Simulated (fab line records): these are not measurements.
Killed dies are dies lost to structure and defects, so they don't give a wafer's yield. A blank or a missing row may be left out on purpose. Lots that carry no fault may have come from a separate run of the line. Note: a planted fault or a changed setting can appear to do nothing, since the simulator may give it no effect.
fab line records | flow n5-finfet
record lots=5 | wafers=15 | last-day=15
route steps=1938 shown BEOL_M4@1099 BEOL_M5@1112 BEOL_M15@1813 PASSIVATION@1936
lots that met no fault: from a run of the same line without faults
start-h: hours from the record's first day to the start of the lot's first wafer shown | wait-h: hours elapsed since this lot's preceding step | " unchanged from the row above | L1.1+2: a single row standing in for several wafers | - value missing, or start not given | * or withheld: withheld | < > ~ a bound
route shown NAME@n: NAME is a module with steps in the file, n the number in the route of the first one | usual: mean/standard deviation taken from wafers without a fault | same: alike in all rows | chamber/n: place in a boat | sites: each site's reading | _std_site: the standard deviation of these | _edge_site: the outer-site mean with the inner-site mean subtracted | radius-mm: for every site, how far away it sits from the centre of the wafer | mask NAME#n: copy n | behind: tool/chamber where the wafer was last shaped | hold: reason for holding the lot/hours on hold/outcome of the hold | device: the n, p or np transistor that did not switch | end of line: the route-end tests of the same wafers | where a step has no rows: the recipe by itself | killed: not the wafer's yield, but the dies lost to structure and defects at the first sort | map: a wafer's dies, x killed, . not, _ none there
set.NAME: the run value of the setting; set.NAME@STEP: its run value at that earlier step | model.NAME: the simulator's own value behind a step, which no gauge read
certain route steps with their lots: each step a table, each wafer a row
services: when a tool's chamber went out of use (start-h, in hours from the record's first day, below 0 if earlier), for how many hours, and the reason
## steps
# step N5_BEOL_M4_ANNEAL_95
# recipe temp-c=400 | time-s=240 | ambient=vacuum
# step N5_BEOL_M4_SPUTTER_96
# recipe material=Cu | target-thk-a=45 | temp-c=-20 | chamber-pressure-pa=0.07 | power-w=withheld | time-s=8.29
# step N5_BEOL_M4_ECD_50
# recipe material=Cu | target-thk-a=3000
# step N5_BEOL_M4_ANNEAL_51
# recipe temp-c=225 | time-s=90 | ambient=N2
# step N5_BEOL_M4_CMP_52
# recipe stop-on=SiOC | t-overpolish-s=6.8 | down-force-psi=1 | platen-rpm=50 | clearing-platen-down-force-psi=1.5 | clearing-platen-rpm=50 | post-cmp-clean=cu-alkaline | target-thk-nm=40 | clearing-platen-pad-velocity-m-s=0.99484 | pad-velocity-m-s=0.99484
# step N5_BEOL_M4_PRE_CLEAN_60
# recipe gas=NH3/H2 | time-s=15 | temp-c=* | rf-power-w=300
# step N5_BEOL_M4_CO_CAP_55
# recipe material=Co | target-thk-a=20 | temp-c=200 | precursor=CCTBA/H2 | pressure-torr=30 | time-s=102.1
# step N5_BEOL_M4_PRE_CLEAN_56
# recipe gas=NH3 | time-s=15 | temp-c=withheld | rf-power-w=300
# step N5_BEOL_M4_DEP_57
# recipe material=SiCN | target-thk-a=80 | temp-c=withheld | precursor=3MS/NH3 | pressure-torr=3 | rf-w=202 | time-s=14
# step N5_BEOL_M4_RC_MEAS_101
# usual DIBL_N=36.7/2.4 | DIBL_P=37.4/2.9 | IOFF_N=0.18/0.05 | IOFF_P=0.23/0.058 | ION_N=683/16 | ION_P=467/11 | SS_N=71.7/0.77 | SS_P=73.5/0.87 | VT_N=249/4.3 | VT_P=-250/4.4
lot.wafer | tool      | chamber | start-h | wait-h | DIBL_N[mV/V] | DIBL_P[mV/V] | IOFF_N[nA/um] | IOFF_P[nA/um] | ION_N[uA/um] | ION_P[uA/um] | SS_N[mV/dec] | SS_P[mV/dec] | VT_N[mV] | VT_P[mV]
L129.3    | prober-02 | 0       | 181.52  | 0.3    | 32.5         | 33.2         | 0.10          | 0.16          | 660          | 474          | 71.3         | 72.9         | 258      | -255
L129.4    | "         | 0       | "       | "      | 35.6         | 35.8         | 0.14          | 0.21          | 668          | 470          | 71.3         | 73.1         | 251      | -251
L129.6    | "         | 0       | "       | "      | 34.0         | 34.4         | 0.12          | 0.17          | 673          | 469          | 71.2         | 73.4         | 253      | -252
L135.3    | prober-01 | 0       | 216.41  | 0.3    | 36.3         | 35.3         | 0.16          | 0.23          | 666          | 463          | 71.4         | 73.6         | 252      | -247
L135.4    | "         | 0       | "       | "      | 38.7         | 38.6         | 0.22          | 0.29          | 695          | 478          | 71.9         | 74.1         | 243      | -245
L135.6    | "         | 0       | "       | "      | 38.0         | 37.9         | 0.19          | 0.27          | 698          | 487          | 72.1         | 74.4         | 247      | -242
L136.1    | prober-01 | 0       | 224.21  | 0.0    | 35.2         | 34.6         | 0.12          | 0.15          | 669          | 453          | 71.3         | 72.5         | 255      | -260
L136.3    | "         | 0       | "       | "      | 36.8         | 37.6         | 0.15          | 0.18          | 673          | 454          | 71.0         | 72.8         | 249      | -256
L136.6    | "         | 0       | "       | "      | 38.6         | 39.5         | 0.20          | 0.21          | 700          | 474          | 71.6         | 74.0         | 246      | -253
L137.2    | prober-01 | 0       | 227.88  | 0.2    | 34.2         | 33.1         | 0.12          | 0.16          | 663          | 450          | 70.7         | 71.7         | 252      | -256
L137.4    | "         | 0       | "       | "      | 41.9         | 42.7         | 0.29          | 0.32          | 713          | 482          | 72.8         | 75.6         | 244      | -245
L137.6    | "         | 0       | "       | "      | 38.9         | 40.5         | 0.22          | 0.27          | 702          | 475          | 72.2         | 73.4         | 242      | -251
L140.2    | prober-02 | 0       | 251.57  | 0.2    | 36.3         | 35.6         | 0.15          | 0.19          | 677          | 462          | 71.0         | 72.3         | 247      | -252
L140.4    | "         | 0       | "       | "      | 33.9         | 34.7         | 0.14          | 0.20          | 696          | 478          | 70.7         | 72.1         | 247      | -248
L140.5    | "         | 0       | "       | "      | 36.3         | 36.5         | 0.15          | 0.21          | 682          | 472          | 70.6         | 73.5         | 245      | -246
# step N5_BEOL_M5_ILD_DEP_00
# recipe material=SiCOH_lowk | target-thk-a=1406.4 | temp-c=300 | precursor=DEMS/porogen | pressure-torr=5 | rf-w=500 | time-s=25.9
# step N5_BEOL_M5_CURE_79
# recipe temp-c=385 | time-s=240 | ambient=He/Ar | material=SiCOH_lowk
# step N5_BEOL_M5_PECVD_70
# recipe material=SiO2 | target-thk-a=160 | temp-c=400 | precursor=TEOS/O2 | pressure-torr=5.5 | rf-w=450 | teos-flow-sccm=53.8 | gas=O2 | flow-sccm=3000 | time-s=18
# step N5_BEOL_M5_HM_DEP_02
# recipe material=TiN | target-thk-a=200 | temp-c=25 | chamber-pressure-pa=0.49996
# step N5_BEOL_M5_COAT_59
# recipe resist=SOC | temp-c=250 | time-s=60 | spin-rpm=1500 | resist-thk-nm=60
# step N5_BEOL_M5_COAT_60
# recipe resist=SiARC | temp-c=220 | time-s=60 | spin-rpm=1500 | resist-thk-nm=12
# step N5_BEOL_M5_COAT_71
# recipe resist=underlayer | temp-c=205 | time-s=60 | spin-rpm=1500 | resist-thk-nm=5
# step N5_BEOL_M5_COAT_05
# recipe resist=CAR-EUV | spin-rpm=1500 | resist-thk-nm=30
# step N5_BEOL_M5_EBR_07
# recipe solvent=PGMEA | ebr-width-mm=1.5
# step N5_BEOL_M5_SOFTBAKE_06
# recipe temp-c=110 | time-s=60 | resist=CAR-EUV
# step N5_BEOL_M5_EXPOSE_08
# recipe mask-id=M5 | na=0.33 | source-shape=annular | sigma-inner=0.4 | sigma-outer=0.8 | polarization=unpolarized | target-cd-nm=28 | dose-mj=35.75
# step N5_BEOL_M5_PEB_09
# recipe peb-temp-c=100 | peb-time-s=60 | resist=CAR-EUV
# step N5_BEOL_M5_DEVELOP_10
# recipe develop-time-s=30 | developer=TMAH | resist=CAR-EUV | rinse-liquid=surfactant-rinse | dry=air-spin | dev-temp-c=23
# step N5_BEOL_M5_DESCUM_16
# recipe chemistry=O2 | time-s=7 | source-power-w=50 | bias-power-w=20 | pressure-mtorr=20 | rf-frequency-hz=2.712e+07 | temp-c=40 | resist=CAR-EUV | o2-flow-sccm=225
# step N5_BEOL_M5_ETCH_72
# recipe chemistry=N2/H2 | target=underlayer | target-depth-a=65 | mask-material=CAR-EUV | time-s=5.2 | ion-energy-ev=200 | pressure-mtorr=30 | source-w=840 | bias-w=150 | n2-flow-sccm=200 | h2-flow-sccm=200 | ends=cleared
# step N5_BEOL_M5_ETCH_61
# recipe chemistry=CF4 | target=SiARC | target-depth-a=156 | mask-material=CAR-EUV | time-s=26 | ion-energy-ev=80 | pressure-mtorr=40 | source-w=545 | bias-w=36 | Ar_flow_sccm=100 | cf4-flow-sccm=100 | ends=cleared
# step N5_BEOL_M5_ETCH_62
# recipe chemistry=N2/H2 | target=SOC | target-depth-a=750 | overetch-a=150 | mask-material=SiARC | temp-c=40 | time-s=112.5 | ion-energy-ev=200 | pressure-mtorr=30 | source-w=840 | bias-w=150 | n2-flow-sccm=200 | h2-flow-sccm=200
# step N5_BEOL_M5_STRIP_63
# recipe chemistry=N2/H2 | temp-c=40 | n2-flow-sccm=200 | h2-flow-sccm=200 | rf-frequency-hz=6e+07
# step N5_BEOL_M5_STRIP_73
# recipe chemistry=N2/H2 | temp-c=40 | n2-flow-sccm=200 | h2-flow-sccm=200 | rf-frequency-hz=6e+07
# step N5_BEOL_M5_STRIP_64
# recipe chemistry=CF4 | resist=SiARC | power-w=300 | bias-power-w=75 | pressure-mtorr=50 | cf4-flow-sccm=150 | rf-frequency-hz=6e+07
# step N5_BEOL_M5_HM_OPEN_17
# recipe chemistry=Cl2/BCl3 | target-depth-a=200 | overetch-a=60 | target=TiN | mask-material=SOC | ion-energy-ev=150 | pressure-mtorr=10 | icp-w=1000 | bias-w=126 | Cl2_flow_sccm=53.25 | bcl3-flow-sccm=21.75 | Ar_flow_sccm=25
# step N5_BEOL_M5_STRIP_19
# recipe chemistry=O2 | power-w=400 | temp-c=40 | pressure-mtorr=30 | rf-frequency-hz=6e+07 | bias-power-w=0 | overash-fraction=0.2 | o2-flow-sccm=225
# step N5_BEOL_M5_COAT_65
# recipe resist=SOC | temp-c=250 | time-s=60 | spin-rpm=1500 | resist-thk-nm=60
# step N5_BEOL_M5_COAT_66
# recipe resist=SiARC | temp-c=220 | time-s=60 | spin-rpm=1500 | resist-thk-nm=12
# step N5_BEOL_M15_STRIP_37
# recipe chemistry=O2 | power-w=600 | temp-c=60 | pressure-mtorr=30 | rf-frequency-hz=6e+07 | bias-power-w=0 | overash-fraction=0.3 | o2-flow-sccm=225
# usual bias-power-w=0/0 | chamber-pressure-mTorr=30.00/0.044 | drypump-motor-current-A=5.5/0.41 | oes-product-au=0.79/0.058 | rf-vpp-V=3.6/0.57 | showerhead-plenum-p-Torr=2.10/0.087 | throttle-valve-pct=16.60/0.16
lot.wafer | tool        | chamber | start-h | wait-h | bias-power-w | chamber-pressure-mTorr | drypump-motor-current-A | oes-product-au | rf-hours-counter-h | rf-vpp-V | showerhead-plenum-p-Torr | throttle-valve-pct
L129.3    | rie-diel-05 | 0       | 270.98  | -      | 0            | 30.00                  | 6.0                     | 0.80           | 96                 | 4.2      | 2.11                     | 16.60
L129.4    | "           | 2       | "       | "      | 0            | 29.99                  | 5.1                     | 0.79           | 94                 | 4.0      | 2.21                     | 16.56
L129.6    | "           | 1       | "       | "      | 0            | 30.30                  | 5.9                     | 0.83           | -                  | 3.0      | 2.14                     | 16.74
L135.3    | rie-diel-05 | 0       | 296.35  | -      | -            | -                      | -                       | -              | -                  | -        | -                        | -
L135.4    | "           | 0       | "       | "      | -            | -                      | -                       | -              | -                  | -        | -                        | -
L135.6    | "           | 1       | "       | "      | -            | -                      | -                       | -              | -                  | -        | -                        | -
L136.1    | rie-diel-05 | 0       | 304.78  | -      | -            | -                      | -                       | -              | -                  | -        | -                        | -
L136.3    | "           | 1       | "       | "      | -            | -                      | -                       | -              | -                  | -        | -                        | -
L136.6    | "           | 2       | "       | "      | -            | -                      | -                       | -              | -                  | -        | -                        | -
L137.2    | rie-diel-02 | 0       | 313.69  | -      | -            | -                      | -                       | -              | -                  | -        | -                        | -
L137.4    | "           | 1       | "       | "      | -            | -                      | -                       | -              | -                  | -        | -                        | -
L137.6    | "           | 2       | "       | "      | -            | -                      | -                       | -              | -                  | -        | -                        | -
L140.2    | rie-diel-06 | 0       | 344.20  | -      | 0            | 30.01                  | 5.7                     | 0.85           | 66                 | 4.4      | 2.10                     | 16.37
L140.4    | "           | 3       | "       | "      | 0            | 30.02                  | 5.9                     | 0.75           | 185                | 3.5      | 1.91                     | 16.42
L140.5    | "           | 1       | "       | "      | 0            | 29.97                  | 4.7                     | 0.87           | -                  | 4.2      | 2.06                     | 16.40
# step N5_PASSIVATION_PROBE_49
# usual defect-limited-yield=91.4/1.6 | killed_at_M0_to_M3=31/11 | killed_at_M4_up=14/5.7 | killed-at-contacts=12/6 | killed-at-front-end=41/13 | killed-at-other=3.3/2.8 | killed-dies=101/19 | killed-on-rim=13/3.9 | killed-open=67/14 | killed-short=33/8.2 | sort_bin_5_function=5.0/1.1 | sort_bin_6_memory=3.3/0.74 | sort-n-pass=1078/20 | sort-yield-pct=91.3/1.7
# same gross-dies=1180 | killed-at-back-side=0 | sort_bin_4_leakage[%]=0 | sort_bin_8_speed[%]=0
lot.wafer | tool      | chamber | start-h | wait-h | defect-limited-yield[%] | killed_at_M0_to_M3 | killed_at_M4_up | killed-at-contacts | killed-at-front-end | killed-at-other | killed-dies | killed-on-rim | killed-open | killed-short | sort_bin_5_function[%] | sort_bin_6_memory[%] | sort-n-pass | sort-yield-pct[%]
L135.3    | prober-01 | -       | 311.14  | 0.1    | 0                       | 33                 | 1093            | 22                 | 32                  | 0               | 1180        | 152           | 61          | 40           | 96.8                   | 3.2                  | 0           | 0
L135.4    | prober-01 | -       | 311.19  | 0.2    | 0                       | 23                 | 1100            | 14                 | 42                  | 1               | 1180        | 152           | 65          | 26           | 96.7                   | 3.1                  | 0           | 0
L135.6    | prober-01 | -       | 311.29  | 0.3    | 0                       | 33                 | 1099            | 12                 | 33                  | 3               | 1180        | 152           | 70          | 21           | 96.4                   | 3.3                  | 0           | 0
L136.1    | prober-01 | -       | 324.56  | 0.0    | 0                       | 34                 | 1092            | 3                  | 48                  | 3               | 1180        | 152           | 69          | 30           | 96.6                   | 3.2                  | 0           | 0
L136.3    | prober-01 | -       | 324.66  | 0.1    | 0                       | 27                 | 1088            | 5                  | 58                  | 2               | 1180        | 152           | 58          | 43           | 96.7                   | 3.0                  | 0           | 0
L136.6    | prober-01 | -       | 324.81  | 0.3    | 0                       | 33                 | 1074            | 5                  | 66                  | 2               | 1180        | 152           | 75          | 42           | 95.7                   | 3.8                  | 0           | 0
L137.2    | prober-02 | -       | 328.50  | 0.1    | 0                       | 70                 | 1076            | 14                 | 16                  | 4               | 1180        | 152           | 82          | 33           | 96.0                   | 3.9                  | 0           | 0
L137.4    | prober-02 | -       | 328.60  | 0.2    | 0                       | 48                 | 1085            | 20                 | 25                  | 2               | 1180        | 152           | 80          | 30           | 95.8                   | 3.7                  | 0           | 0
L137.6    | prober-02 | -       | 328.70  | 0.3    | 0                       | 45                 | 1095            | 21                 | 17                  | 2               | 1180        | 152           | 65          | 33           | 96.6                   | 3.0                  | 0           | 0
L140.2    | prober-02 | -       | 360.31  | 0.1    | 91.2                    | 36                 | 6               | 17                 | 37                  | 8               | 104         | 14            | 68          | 36           | 5.5                    | 3.1                  | 1076        | 91.2
L140.4    | prober-02 | -       | 360.41  | 0.2    | 90.8                    | 24                 | 27              | 10                 | 37                  | 10              | 108         | 17            | 67          | 39           | 5.0                    | 3.8                  | 1072        | 90.8
L140.5    | prober-02 | -       | 360.46  | 0.2    | 91.1                    | 35                 | 20              | 13                 | 32                  | 5               | 105         | 16            | 65          | 38           | 5.3                    | 3.3                  | 1075        | 91.1
# killed by level:class
L135.3 BEOL_M15:area-sputter=1076 MOL_CONTACT_COAG:geometric-particle:open=16 BEOL_M0_SAQP:geometric-particle:short=11 BEOL_M0_SAQP:geometric-particle:open=7 FIN_SAQP:geometric-particle:open=6 MOL_CONTACT_COAG:geometric-particle:short=6 BEOL_M3:geometric-particle:open=6 BEOL_M4:geometric-particle:open=5
L135.4 BEOL_M15:area-sputter=1088 FIN_SAQP:geometric-particle:open=17 MOL_CONTACT_COAG:geometric-particle:open=13 BEOL_M0_SAQP:geometric-particle:short=10 BEOL_M0_SAQP:geometric-particle:open=7 BEOL_M4:geometric-particle:open=6 GATE_CUT:geometric-particle:short=5 STARTING-WAFER:geometric-particle:open=5
L135.6 BEOL_M15:area-sputter=1088 BEOL_M0_SAQP:geometric-particle:open=16 STI_FIN_REVEAL:geometric-particle:open=14 MOL_CONTACT_COAG:geometric-particle:open=11 BEOL_M0_SAQP:geometric-particle:short=10 FIN_SAQP:geometric-particle:open=3 BEOL_M0:geometric-particle:open=3 BEOL_M4:geometric-particle:open=3
L136.1 BEOL_M15:area-sputter=1080 FIN_SAQP:geometric-particle:open=12 BEOL_M0_SAQP:geometric-particle:open=11 STI_FIN_REVEAL:geometric-particle:open=10 BEOL_M0_SAQP:geometric-particle:short=8 BEOL_M1:geometric-particle:open=7 FIN_SAQP:geometric-particle:short=6 BEOL_M4:geometric-particle:open=6
L136.3 BEOL_M15:area-sputter=1079 FIN_SAQP:geometric-particle:open=18 FIN_SAQP:geometric-particle:short=15 BEOL_M2:geometric-particle:open=9 STI_FIN_REVEAL:geometric-particle:open=8 BEOL_M0_SAQP:geometric-particle:short=8 STI_FIN_REVEAL:geometric-particle:short=5 MOL_CONTACT_COAG:geometric-particle:open=4
L136.6 BEOL_M15:area-sputter=1062 STI_FIN_REVEAL:geometric-particle:open=14 FIN_SAQP:geometric-particle:open=12 FIN_SAQP:geometric-particle:short=12 BEOL_M1:geometric-particle:open=6 BEOL_M2:geometric-particle:open=6 GATE_CUT:geometric-particle:short=6 MOL_CONTACT_COAG:geometric-particle:open=5
L137.2 BEOL_M15:area-sputter=1063 BEOL_M2:geometric-particle:open=23 BEOL_M3:geometric-particle:open=15 MOL_CONTACT_COAG:geometric-particle:open=12 BEOL_M1:geometric-particle:open=11 BEOL_M3:geometric-particle:short=6 BEOL_M2:geometric-particle:short=6 GATE_CUT:geometric-particle:short=5
L137.4 BEOL_M15:area-sputter=1067 MOL_CONTACT_COAG:geometric-particle:open=18 BEOL_M1:geometric-particle:open=12 BEOL_M2:geometric-particle:open=9 BEOL_M3:geometric-particle:short=9 FIN_SAQP:geometric-particle:open=5 STI_FIN_REVEAL:geometric-particle:open=5 BEOL_M2:geometric-particle:short=5
L137.6 BEOL_M15:area-sputter=1080 MOL_CONTACT_COAG:geometric-particle:open=16 BEOL_M3:geometric-particle:open=10 BEOL_M2:geometric-particle:open=9 BEOL_M0_SAQP:geometric-particle:open=6 MOL_CONTACT_COAG:geometric-particle:short=5 BEOL_M0_SAQP:geometric-particle:short=5 BEOL_M1:geometric-particle:open=5
L140.2 MOL_CONTACT_COAG:geometric-particle:open=14 FIN_SAQP:geometric-particle:short=10 STI_FIN_REVEAL:geometric-particle:open=8 BEOL_M0_SAQP:geometric-particle:short=8 BEOL_M0_SAQP:geometric-particle:open=6 BEOL_M0:geometric-particle:open=6 BEOL_M3:geometric-particle:open=6 BEOL_M1:geometric-particle:open=5
L140.4 BEOL_M4:geometric-particle:open=11 MOL_CONTACT_COAG:geometric-particle:open=9 BEOL_M0_SAQP:geometric-particle:short=7 FIN_SAQP:geometric-particle:open=6 SPACER0:geometric-particle:open=5 BEOL_M4:geometric-particle:short=5 DUMMY_GATE:geometric-particle:open=4 BEOL_M2:geometric-particle:short=4
L140.5 BEOL_M0_SAQP:geometric-particle:short=10 MOL_CONTACT_COAG:geometric-particle:open=8 BEOL_M0_SAQP:geometric-particle:open=7 BEOL_M4:geometric-particle:open=6 FIN_SAQP:geometric-particle:open=5 BEOL_M3:geometric-particle:open=5 SPACER0:geometric-particle:short=5 MOL_CONTACT_COAG:geometric-particle:short=5
# map L135.3 (x killed, . not)
_________________xxxxxxxxxxxx________________
______________xxxxxxxxxxxxxxxxxx_____________
___________xxxxxxxxxxxxxxxxxxxxxxxx__________
__________xxxxxxxxxxxxxxxxxxxxxxxxxx_________
________xxxxxxxxxxxxxxxxxxxxxxxxxxxxxx_______
_______xxxxxxxxxxxxxxxxxxxxxxxxxxxxxxxx______
______xxxxxxxxxxxxxxxxxxxxxxxxxxxxxxxxxx_____
_____xxxxxxxxxxxxxxxxxxxxxxxxxxxxxxxxxxxx____
____xxxxxxxxxxxxxxxxxxxxxxxxxxxxxxxxxxxxxx___
___xxxxxxxxxxxxxxxxxxxxxxxxxxxxxxxxxxxxxxxx__
___xxxxxxxxxxxxxxxxxxxxxxxxxxxxxxxxxxxxxxxx__
__xxxxxxxxxxxxxxxxxxxxxxxxxxxxxxxxxxxxxxxxxx_
__xxxxxxxxxxxxxxxxxxxxxxxxxxxxxxxxxxxxxxxxxx_
_xxxxxxxxxxxxxxxxxxxxxxxxxxxxxxxxxxxxxxxxxxxx
_xxxxxxxxxxxxxxxxxxxxxxxxxxxxxxxxxxxxxxxxxxxx
_xxxxxxxxxxxxxxxxxxxxxxxxxxxxxxxxxxxxxxxxxxxx
_xxxxxxxxxxxxxxxxxxxxxxxxxxxxxxxxxxxxxxxxxxxx
_xxxxxxxxxxxxxxxxxxxxxxxxxxxxxxxxxxxxxxxxxxxx
_xxxxxxxxxxxxxxxxxxxxxxxxxxxxxxxxxxxxxxxxxxxx
_xxxxxxxxxxxxxxxxxxxxxxxxxxxxxxxxxxxxxxxxxxxx
_xxxxxxxxxxxxxxxxxxxxxxxxxxxxxxxxxxxxxxxxxxxx
__xxxxxxxxxxxxxxxxxxxxxxxxxxxxxxxxxxxxxxxxxx_
__xxxxxxxxxxxxxxxxxxxxxxxxxxxxxxxxxxxxxxxxxx_
___xxxxxxxxxxxxxxxxxxxxxxxxxxxxxxxxxxxxxxxx__
___xxxxxxxxxxxxxxxxxxxxxxxxxxxxxxxxxxxxxxxx__
____xxxxxxxxxxxxxxxxxxxxxxxxxxxxxxxxxxxxxx___
_____xxxxxxxxxxxxxxxxxxxxxxxxxxxxxxxxxxxx____
______xxxxxxxxxxxxxxxxxxxxxxxxxxxxxxxxxx_____
_______xxxxxxxxxxxxxxxxxxxxxxxxxxxxxxxx______
________xxxxxxxxxxxxxxxxxxxxxxxxxxxxxx_______
__________xxxxxxxxxxxxxxxxxxxxxxxxxx_________
___________xxxxxxxxxxxxxxxxxxxxxxxx__________
______________xxxxxxxxxxxxxxxxxx_____________
_________________xxxxxxxxxxxx________________
# map L136.1 (x killed, . not)
_________________xxxxxxxxxxxx________________
______________xxxxxxxxxxxxxxxxxx_____________
___________xxxxxxxxxxxxxxxxxxxxxxxx__________
__________xxxxxxxxxxxxxxxxxxxxxxxxxx_________
________xxxxxxxxxxxxxxxxxxxxxxxxxxxxxx_______
_______xxxxxxxxxxxxxxxxxxxxxxxxxxxxxxxx______
______xxxxxxxxxxxxxxxxxxxxxxxxxxxxxxxxxx_____
_____xxxxxxxxxxxxxxxxxxxxxxxxxxxxxxxxxxxx____
____xxxxxxxxxxxxxxxxxxxxxxxxxxxxxxxxxxxxxx___
___xxxxxxxxxxxxxxxxxxxxxxxxxxxxxxxxxxxxxxxx__
___xxxxxxxxxxxxxxxxxxxxxxxxxxxxxxxxxxxxxxxx__
__xxxxxxxxxxxxxxxxxxxxxxxxxxxxxxxxxxxxxxxxxx_
__xxxxxxxxxxxxxxxxxxxxxxxxxxxxxxxxxxxxxxxxxx_
_xxxxxxxxxxxxxxxxxxxxxxxxxxxxxxxxxxxxxxxxxxxx
_xxxxxxxxxxxxxxxxxxxxxxxxxxxxxxxxxxxxxxxxxxxx
_xxxxxxxxxxxxxxxxxxxxxxxxxxxxxxxxxxxxxxxxxxxx
_xxxxxxxxxxxxxxxxxxxxxxxxxxxxxxxxxxxxxxxxxxxx
_xxxxxxxxxxxxxxxxxxxxxxxxxxxxxxxxxxxxxxxxxxxx
_xxxxxxxxxxxxxxxxxxxxxxxxxxxxxxxxxxxxxxxxxxxx
_xxxxxxxxxxxxxxxxxxxxxxxxxxxxxxxxxxxxxxxxxxxx
_xxxxxxxxxxxxxxxxxxxxxxxxxxxxxxxxxxxxxxxxxxxx
__xxxxxxxxxxxxxxxxxxxxxxxxxxxxxxxxxxxxxxxxxx_
__xxxxxxxxxxxxxxxxxxxxxxxxxxxxxxxxxxxxxxxxxx_
___xxxxxxxxxxxxxxxxxxxxxxxxxxxxxxxxxxxxxxxx__
___xxxxxxxxxxxxxxxxxxxxxxxxxxxxxxxxxxxxxxxx__
____xxxxxxxxxxxxxxxxxxxxxxxxxxxxxxxxxxxxxx___
_____xxxxxxxxxxxxxxxxxxxxxxxxxxxxxxxxxxxx____
______xxxxxxxxxxxxxxxxxxxxxxxxxxxxxxxxxx_____
_______xxxxxxxxxxxxxxxxxxxxxxxxxxxxxxxx______
________xxxxxxxxxxxxxxxxxxxxxxxxxxxxxx_______
__________xxxxxxxxxxxxxxxxxxxxxxxxxx_________
___________xxxxxxxxxxxxxxxxxxxxxxxx__________
______________xxxxxxxxxxxxxxxxxx_____________
_________________xxxxxxxxxxxx________________
## services
tool        | chamber | start-h | hours | kind
rie-diel-06 | 3       | 272.94  | 8.2   | repair
rie-diel-05 | 2       | 292.50  | 6.9   | repair
rie-diel-06 | 3       | 335.24  | 4.3   | repair
## key
first-sign step=N5_BEOL_M15_STRIP_37 | reading=tool-record | direction=missing
effect step=N5_PASSIVATION_PROBE_49 | reading=killed_at_M4_up | direction=up | sigmas=99+ | usual=14 | struck=1089
more-kills-born-at N5_BEOL_M15_SPUTTER_43@pvd-sputter-02=6462 | N5_BEOL_M15_SPUTTER_43@pvd-sputter-01=3221
met-at N5_BEOL_M15_STRIP_37
struck-wafers L135.3,L135.4,L135.6,L136.1,L136.3,L136.6,L137.2,L137.4,L137.6
later-rows-left-out L135.3,L135.4,L135.6,L136.1,L136.3,L136.6,L137.2,L137.4,L137.6
onset-between 270.98 296.35
fault kind=skipped-step-whole | tool=rie-diel-02,rie-diel-05 | chamber=- | onset-h=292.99 | steps=N5_BEOL_M15_STRIP_37 | scope=struck-lots-only
# later-rows-left-out: the simulator's readings of these wafers behind a module that went badly wrong aren't trusted and aren't shown, but for the sort
